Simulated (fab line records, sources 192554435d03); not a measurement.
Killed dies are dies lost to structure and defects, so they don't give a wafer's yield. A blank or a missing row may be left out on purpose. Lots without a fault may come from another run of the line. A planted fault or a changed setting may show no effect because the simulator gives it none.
Chamber matching | flow n5_finfet | N5_HKMG_FIN_ALD_79 on ald_metal-03: 4 sister chambers
The step deposits TiN, target thk 1.5 nm, pulse time 1 s, purge time 3 s. 4 wafers are shown with their chamber, then 8 later ones without.

WAFERS WITH THEIR CHAMBER
wafer  | chamber | heater_power_w (W)
L089.1 | 0       | 797
L089.2 | 1       | 866
L089.3 | 2       | 963
L089.4 | 3       | 894

WAFERS WITHOUT THEIR CHAMBER
wafer  | heater_power_w (W)
L089.5 | 824
L089.6 | 851
L092.1 | 808
L092.2 | 898
L092.3 | 935
L092.4 | 860
L092.5 | 868
L092.6 | 800

WHICH CHAMBER EACH WENT THROUGH
wafer  | from the rows above     | in truth
L089.5 | can't be placed: 0 or 1 | 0
L089.6 | can't be placed: 1 or 3 | 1
L092.1 | 0                       | 0
L092.2 | can't be placed: 3 or 1 | 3
L092.3 | can't be placed: 2 or 3 | 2
L092.4 | can't be placed: 1 or 3 | 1
L092.5 | can't be placed: 1 or 3 | 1
L092.6 | 0                       | 0
Placed correctly: 2 of 8. Can't be placed from these rows: 6 (the true chamber is among the candidates in 6). Placed wrongly: 0.
How it was worked out, from the rows above alone: a wafer's distance from a chamber is the root of the sum, over the readings, of the square of ((its reading less the chamber's mean) divided by the reading's scatter). The wafer belongs to the nearest chamber; if the next one is less than 2 further off, it can't be placed. A chamber's mean is the mean of its shown wafers. The scatter: with one shown wafer a chamber, the root of the mean of the squares of how far each hidden wafer lies from its nearest shown one.
